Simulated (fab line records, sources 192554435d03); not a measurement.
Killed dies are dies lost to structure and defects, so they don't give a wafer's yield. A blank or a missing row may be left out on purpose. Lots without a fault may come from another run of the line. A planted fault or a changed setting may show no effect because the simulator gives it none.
Chamber matching | flow n5_finfet | N5_MOL_CONTACT_COAG_STRIP_96 on rie_diel-04: 4 sister chambers
The step strips in N2/H2. 16 wafers are shown with their chamber, then 8 later ones without.

WAFERS WITH THEIR CHAMBER
wafer  | chamber | drypump_motor_current_A (A) | showerhead_plenum_p_Torr (Torr) | throttle_valve_pct (%)
L074.3 | 2       | 5.3                         | 3.25                            | 18.8
L074.4 | 0       | 5.5                         | 3.33                            | 19.5
L074.5 | 1       | 5.4                         | 3.18                            | 19.3
L077.1 | 0       | 5.5                         | 3.32                            | 19.5
L077.2 | 1       | 5.3                         | 3.18                            | 19.3
L077.5 | 1       | 5.3                         | 3.18                            | 19.3
L078.1 | 1       | 5.3                         | 3.18                            | 19.4
L078.2 | 3       | 4.9                         | 3.46                            | 19.1
L078.6 | 0       | 5.5                         | 3.32                            | 19.5
L080.1 | 3       | 4.9                         | 3.46                            | 19.1
L080.3 | 1       | 5.3                         | 3.17                            | 19.4
L080.5 | 1       | 5.3                         | 3.18                            | 19.4
L082.1 | 2       | 5.3                         | 3.24                            | 18.9
L082.2 | 0       | 5.5                         | 3.31                            | 19.5
L082.6 | 2       | 5.3                         | 3.24                            | 18.9
L090.2 | 3       | 4.9                         | 3.44                            | 19.1

SIGNATURES (means of the wafers above)
reading                  | chamber 0 | chamber 1 | chamber 2 | chamber 3 | scatter within a chamber
drypump_motor_current_A  | 5.500     | 5.317     | 5.300     | 4.900     | 0.0264
showerhead_plenum_p_Torr | 3.3200    | 3.1783    | 3.2433    | 3.4533    | 0.00717
throttle_valve_pct       | 19.500    | 19.350    | 18.867    | 19.100    | 0.0425
Rule: a wafer's distance from a chamber is the root of the sum, over the readings, of the square of ((its reading less the chamber's mean) divided by the reading's scatter). The wafer belongs to the nearest chamber; if the next one is less than 2 further off, it can't be placed. The scatter: the root of (the sum of the squares of (reading less its chamber's mean) over the shown wafers, divided by (wafers less chambers)).

WAFERS WITHOUT THEIR CHAMBER
wafer  | drypump_motor_current_A (A) | showerhead_plenum_p_Torr (Torr) | throttle_valve_pct (%)
L090.5 | 5.4                         | 3.57                            | 19.1
L090.6 | 4.9                         | 3.44                            | 19.1
L091.4 | 5.3                         | 3.57                            | 19.1
L091.5 | 4.9                         | 3.44                            | 19.1
L091.6 | 5.3                         | 3.23                            | 18.9
L093.3 | 5.4                         | 3.31                            | 19.1
L093.5 | 4.8                         | 3.44                            | 19.1
L093.6 | 5.3                         | 3.23                            | 18.9

WHICH CHAMBER EACH WENT THROUGH
wafer  | from the rows above     | in truth
L090.5 | 3                       | 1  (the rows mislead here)
L090.6 | 3                       | 3
L091.4 | 3                       | 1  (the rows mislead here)
L091.5 | 3                       | 3
L091.6 | 2                       | 2
L093.3 | can't be placed: 0 or 2 | 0
L093.5 | 3                       | 3
L093.6 | 2                       | 2
Placed correctly: 5 of 8. Can't be placed from these rows: 1 (the true chamber is among the candidates in 1). Placed wrongly: 2.
